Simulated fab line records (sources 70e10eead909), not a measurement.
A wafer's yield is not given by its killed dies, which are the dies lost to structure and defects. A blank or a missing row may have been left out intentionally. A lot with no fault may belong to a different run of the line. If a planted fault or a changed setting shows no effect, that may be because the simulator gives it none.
Chamber matching ; flow nandHarc ; NHARC_P_M0_DESCUM_14 on rieDiel-05 has 4 sister chambers
The step chemistry O2, time 3 s. 8 wafers are shown with their chamber, then 12 later ones without.

WAFERS, EACH WITH ITS CHAMBER
wafer;chamber;showerheadPlenumPTorr (Torr);drypumpMotorCurrentA (A)
L081.5;3;2.00;5.9
L083.3;3;2.00;5.9
L088.3;2;1.85;6.5
L088.4;0;1.94;5.3
L088.6;0;1.93;5.3
L089.1;1;1.97;5.2
L089.5;2;1.85;6.4
L089.6;1;1.97;5.1

WAFERS MISSING THEIR CHAMBER
wafer;showerheadPlenumPTorr (Torr);drypumpMotorCurrentA (A)
L091.3;2.00;5.9
L091.5;2.00;6.0
L091.6;1.85;6.4
L093.2;1.93;5.3
L093.4;1.93;5.3
L093.6;1.85;6.5
L092.1;1.93;5.3
L092.3;1.85;6.5
L092.4;1.85;6.5
L095.2;1.85;6.5
L095.4;2.00;5.9
L095.6;1.85;6.4

THE CHAMBER EACH PASSED THROUGH
wafer;from the rows above;in truth
L091.3;3;3
L091.5;3;3
L091.6;2;2
L093.2;0;0
L093.4;0;0
L093.6;2;2
L092.1;0;0
L092.3;2;2
L092.4;2;2
L095.2;2;2
L095.4;3;3
L095.6;2;2
Correct placement for 12 of the 12. Not placeable from these rows: 0. Placed wrongly: 0.
How it was worked out, from the rows above alone: a wafer's distance from a chamber is the root of the sum, over the readings, of the square of ((its reading less the chamber's mean) divided by the reading's scatter). The wafer belongs to the nearest chamber; if the next one is less than 2 further off, it can't be placed. Each chamber's mean is taken over the wafers shown for it. The scatter: the root of (the sum of the squares of (reading less its chamber's mean) over the shown wafers, divided by (wafers less chambers)).
